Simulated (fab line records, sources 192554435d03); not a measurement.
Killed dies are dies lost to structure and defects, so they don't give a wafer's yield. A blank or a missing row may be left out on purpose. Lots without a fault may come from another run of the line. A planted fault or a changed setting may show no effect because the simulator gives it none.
One fault seen from 2 desks | flow n5_finfet | each desk has only its own numbers; what lay behind them comes last

THE TOOL OWNER'S DESK: litho_track-03
The tool's own readings at N5_BEOL_M5_COAT_05 (resist thk 30 nm): means of the sampled wafers that have a number, for each lot that ran on this tool. A lot is out of limits, marked OUT, if its mean lies more than 4 standard deviations from the usual mean; the brackets give that distance.
Columns: A = exhaust_pa at N5_BEOL_M5_COAT_05, usual 45.0 Pa; B = spin_speed_rpm at N5_BEOL_M5_COAT_05, usual 1499.9 rpm
lot  | first seen here | A    | B
L259 | day 9 04:38     | 44.5 | 1500.1
L277 | day 13 01:11    | 45.3 | 1705.5 (+99 or more) OUT
L276 | day 13 01:23    | 44.9 | 1705.5 (+99 or more) OUT
This desk's finding: out of limits on L276, L277; first on L277, day 13 01:11 (spin_speed_rpm at N5_BEOL_M5_COAT_05). In limits: L259.

THE METROLOGY DESK
What the gauges read, lot by lot, whatever tool the lot ran on: means of the sampled wafers that have a number. A lot is out of limits, marked OUT, if its mean lies more than 4 standard deviations from the usual mean; the brackets give that distance.
Columns: A = M4_THK at N5_BEOL_M4_THK_MEAS_53, usual 40.8 nm; B = M4_RS at N5_BEOL_M4_RS_MEAS_58, usual 0.673 ohm/sq
lot  | first seen here | A    | B
L257 | day 7 13:44     | 41.1 | 0.669
L258 | day 8 03:17     | 42.2 | 0.649
L261 | day 8 20:41     | 40.7 | 0.660
L259 | day 9 02:26     | 41.6 | 0.654
L263 | day 9 11:19     | 40.8 | 0.678
L262 | day 9 13:11     | 41.1 | 0.657
L267 | day 10 14:13    | 40.8 | 0.675
L265 | day 10 17:23    | 43.0 | 0.637
L269 | day 11 07:26    | 39.9 | 0.693
L272 | day 11 19:36    | 40.3 | 0.674
L277 | day 12 21:52    | 41.7 | 0.662
L276 | day 12 22:08    | 40.5 | 0.686
This desk's finding: nothing out of limits on any of the 12 lots.

PUT TOGETHER
The tool owner's desk could have raised an alarm at day 13 01:11, on L276, L277.
The metrology desk saw nothing out of limits.
The metrology desk has L276, L277 on record, within its limits.
Of the lots named, all ran N5_BEOL_M5_COAT_05 on litho_track-03.

WHAT THE SIMULATOR HAD PUT IN
Process parameter drift: litho_track-03, from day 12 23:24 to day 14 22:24, at N5_BEOL_M5_COAT_05. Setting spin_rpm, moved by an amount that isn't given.
Lots struck among those shown: L276, L277.
Hours from the fault's start to each desk's first reading out of limits: the tool owner's desk, 2.
